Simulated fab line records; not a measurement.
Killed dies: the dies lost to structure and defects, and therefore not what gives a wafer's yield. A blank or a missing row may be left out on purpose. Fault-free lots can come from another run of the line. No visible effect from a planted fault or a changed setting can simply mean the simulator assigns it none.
Matching of chambers :: flow n5_finfet :: N5_BEOL_M8_CMP_52 on cmp-04 has 4 sister chambers
The step polishes, stops on SiCOH lowk, t overpolish 6.9 s, target thk 80 nm. 8 wafers are shown with their chamber, then 8 later ones without.

== WAFERS, EACH WITH ITS CHAMBER ==
wafer: L076.1
chamber: 3
motor_current_A (A): 6.0
time_to_endpoint_s (s): 67

wafer: L076.2
chamber: 1
motor_current_A (A): 6.7
time_to_endpoint_s (s): 67

wafer: L077.5
chamber: 2
motor_current_A (A): 5.6
time_to_endpoint_s (s): 60

wafer: L077.6
chamber: 3
motor_current_A (A): 5.8
time_to_endpoint_s (s): 62

wafer: L079.2
chamber: 1
motor_current_A (A): 6.3
time_to_endpoint_s (s): 67

wafer: L079.3
chamber: 0
motor_current_A (A): 5.6
time_to_endpoint_s (s): 60

wafer: L079.4
chamber: 2
motor_current_A (A): 5.1
time_to_endpoint_s (s): 62

wafer: L091.1
chamber: 0
motor_current_A (A): 5.8
time_to_endpoint_s (s): 62

== WAFERS MISSING THEIR CHAMBER ==
wafer: L091.3
motor_current_A (A): 7.1
time_to_endpoint_s (s): 66

wafer: L091.6
motor_current_A (A): 5.2
time_to_endpoint_s (s): 63

wafer: L093.1
motor_current_A (A): 6.0
time_to_endpoint_s (s): 62

wafer: L093.4
motor_current_A (A): 6.4
time_to_endpoint_s (s): 62

wafer: L093.6
motor_current_A (A): 5.4
time_to_endpoint_s (s): 59

wafer: L097.2
motor_current_A (A): 5.4
time_to_endpoint_s (s): 58

wafer: L097.3
motor_current_A (A): 6.7
time_to_endpoint_s (s): 66

wafer: L097.5
motor_current_A (A): 6.3
time_to_endpoint_s (s): 63

== WHICH CHAMBER EACH WENT THROUGH ==
wafer: L091.3
from the rows above: 1
in truth: 1

wafer: L091.6
from the rows above: can't be placed: 2 or 0 or 3
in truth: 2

wafer: L093.1
from the rows above: can't be placed: 3 or 0 or 2 or 1
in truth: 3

wafer: L093.4
from the rows above: can't be placed: 3 or 1 or 0 or 2
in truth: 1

wafer: L093.6
from the rows above: can't be placed: 2 or 0
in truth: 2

wafer: L097.2
from the rows above: can't be placed: 2 or 0
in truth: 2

wafer: L097.3
from the rows above: 1
in truth: 1

wafer: L097.5
from the rows above: can't be placed: 3 or 1 or 0
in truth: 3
2 of 8 placed correctly. From these rows, 6 cannot be placed; in 6 the true chamber is one of the candidates. Placed wrongly: 0.
How it was worked out, from the rows above alone: a wafer's distance from a chamber is the root of the sum, over the readings, of the square of ((its reading less the chamber's mean) divided by the reading's scatter). If the next closest chamber is less than 2 further off than the closest, the wafer can't be placed; otherwise it belongs to the closest. The mean given for a chamber averages the wafers shown for that chamber. The scatter is the square root of a quotient: the sum, over the shown wafers, of each reading's squared deviation from its chamber's mean, divided by wafers minus chambers.
